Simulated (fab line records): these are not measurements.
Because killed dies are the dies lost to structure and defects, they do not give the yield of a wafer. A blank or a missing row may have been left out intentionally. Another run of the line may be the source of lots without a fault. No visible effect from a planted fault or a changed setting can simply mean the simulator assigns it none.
Split-lot trial + flow n5_finfet + 7 lots, 21 wafers read, on a route of 1938 steps

ABOUT THE SPLIT
At N5_BEOL_M4_COAT_62 (time 60 s, resist thk 12 nm), the setting spin_rpm was moved away from the recipe's 1500 rpm on 9 of the 21 wafers read, by -10.5% to +8.5%. For the rest of the wafers, this setting stayed at what the recipe calls for.

FROM THE SPLIT TO THE READING: what the file shows between them, 4 steps
- N5_BEOL_M4_COAT_73: time 60 s, resist thk 5 nm
- N5_BEOL_M4_COAT_05: resist thk 30 nm
- N5_BEOL_M4_DESCUM_16: chemistry O2, time 7 s
- N5_BEOL_M4_ETCH_74: etches underlayer in N2/H2, target depth 6.5 nm, time 5.2 s

THE READING
CAR-EUV_of_BEOL_M4_COAT_05.thk_nm (the simulator's own value, which no gauge read), in nm, at N5_BEOL_M4_ETCH_63 (etches SiARC in CF4, target depth 15.6 nm, time 26 s). The file gives no usual value for it. The 12 wafers here that ran the recipe average 11.1 nm, standard deviation 0.12 nm.

| wafer  | tool, chamber at the split | spin_rpm as run, rpm | against the recipe | CAR-EUV_of_BEOL_M4_COAT_05.thk_nm, nm | against lot-mates on the recipe |
|--------|----------------------------|----------------------|--------------------|---------------------------------------|---------------------------------|
| L078.2 | litho_track-05, 0          | 1455                 | -3.0%              | 11                                    | -0.2                            |
| L078.4 | litho_track-05, 0          | 1500                 | recipe             | 11.2                                  | -                               |
| L078.5 | litho_track-05, 0          | 1455                 | -3.0%              | 11                                    | -0.2                            |
| L087.2 | litho_track-04, 0          | 1627                 | +8.5%              | 11.4                                  | +0.4                            |
| L087.5 | litho_track-04, 0          | 1627                 | +8.5%              | 11.2                                  | +0.2                            |
| L087.6 | litho_track-04, 0          | 1500                 | recipe             | 11                                    | -                               |
| L088.1 | litho_track-04, 0          | 1500                 | recipe             | 11                                    | -                               |
| L088.2 | litho_track-04, 0          | 1343                 | -10.5%             | 10.8                                  | -0.2                            |
| L088.6 | litho_track-04, 0          | 1343                 | -10.5%             | 10.4                                  | -0.6                            |
| L090.2 | litho_track-05, 0          | 1500                 | recipe             | 11.2                                  | -                               |
| L090.3 | litho_track-05, 0          | 1500                 | recipe             | 11.2                                  | -                               |
| L090.5 | litho_track-05, 0          | 1500                 | recipe             | 11.2                                  | -                               |
| L095.2 | litho_track-04, 0          | 1383                 | -7.8%              | 10.6                                  | -0.4                            |
| L095.3 | litho_track-04, 0          | 1500                 | recipe             | 11                                    | -                               |
| L095.5 | litho_track-04, 0          | 1500                 | recipe             | 11                                    | -                               |
| L096.1 | litho_track-05, 0          | 1500                 | recipe             | 11.4                                  | -                               |
| L096.2 | litho_track-05, 0          | 1500                 | recipe             | 11.2                                  | -                               |
| L096.6 | litho_track-05, 0          | 1403                 | -6.5%              | 10.8                                  | -0.5                            |
| L097.3 | litho_track-04, 0          | 1500                 | recipe             | 11.2                                  | -                               |
| L097.4 | litho_track-04, 0          | 1500                 | recipe             | 11.2                                  | -                               |
| L097.5 | litho_track-04, 0          | 1627                 | +8.5%              | 11.6                                  | +0.4                            |

THE FIT
A straight line over all 21 wafers: CAR-EUV_of_BEOL_M4_COAT_05.thk_nm changes by +0.0445 nm for each +1% of spin_rpm; r = +0.85; the points scatter about the line by 0.15 nm.
The same after taking each lot's own level away (the mean of its wafers on the recipe; 21 wafers): +0.0434 nm for each +1%; r = +0.92; scatter 0.1 nm.
The reading moves by 0.45 nm for the largest change in spin_rpm, on that fit.
From 11.00 to 11.30 nm: that is the span of the lots' own levels, equal to 2.5 times the standard deviation above.
The two slopes are in agreement: the lot-to-lot level therefore moves the slope only a little.
Check: for one of the wafers moved furthest among these (-10.5%), held out of the fit, the line's prediction against its lot-mates is -0.552 nm. It came out at -0.2 nm against them.

ADDITIONAL SPLITS CARRIED BY THESE WAFERS
Before the reading, these wafers also passed through other splits. Each is held against what the fit with the lots' levels taken away leaves over:
| other split on the same wafers | wafers away from the commonest value | r with CAR-EUV_of_BEOL_M4_COAT_05.thk_nm (lot level and that fit taken away) |
|--------------------------------|--------------------------------------|------------------------------------------------------------------------------|
| N5_BEOL_M4_PECVD_72 temp_c     | 8                                    | -0.16                                                                        |

THE WHOLE CHAIN: every reading that the file lists as answering this split, in the file's order
| step               | what it does                                         | reading                                                                            | change (the file's fit)                | r (the file's) |
|--------------------|------------------------------------------------------|------------------------------------------------------------------------------------|----------------------------------------|----------------|
| N5_BEOL_M4_COAT_62 | time 60 s, resist thk 12 nm                          | SiARC_of_BEOL_M4_COAT_62.thk_nm (the simulator's own value, which no gauge read)   | -0.0626 nm for each +1% of the setting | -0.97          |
| N5_BEOL_M4_ETCH_63 | etches SiARC in CF4, target depth 15.6 nm, time 26 s | etch.depth_nm (the simulator's own value, which no gauge read)                     | -0.0611 nm for each +1% of the setting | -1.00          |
| N5_BEOL_M4_ETCH_63 | etches SiARC in CF4, target depth 15.6 nm, time 26 s | CAR-EUV_of_BEOL_M4_COAT_05.thk_nm (the simulator's own value, which no gauge read) | +0.0468 nm for each +1% of the setting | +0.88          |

FILE'S OWN FIT
CAR-EUV_of_BEOL_M4_COAT_05.thk_nm changes by +0.0468 nm for each +1% of spin_rpm, r = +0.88.
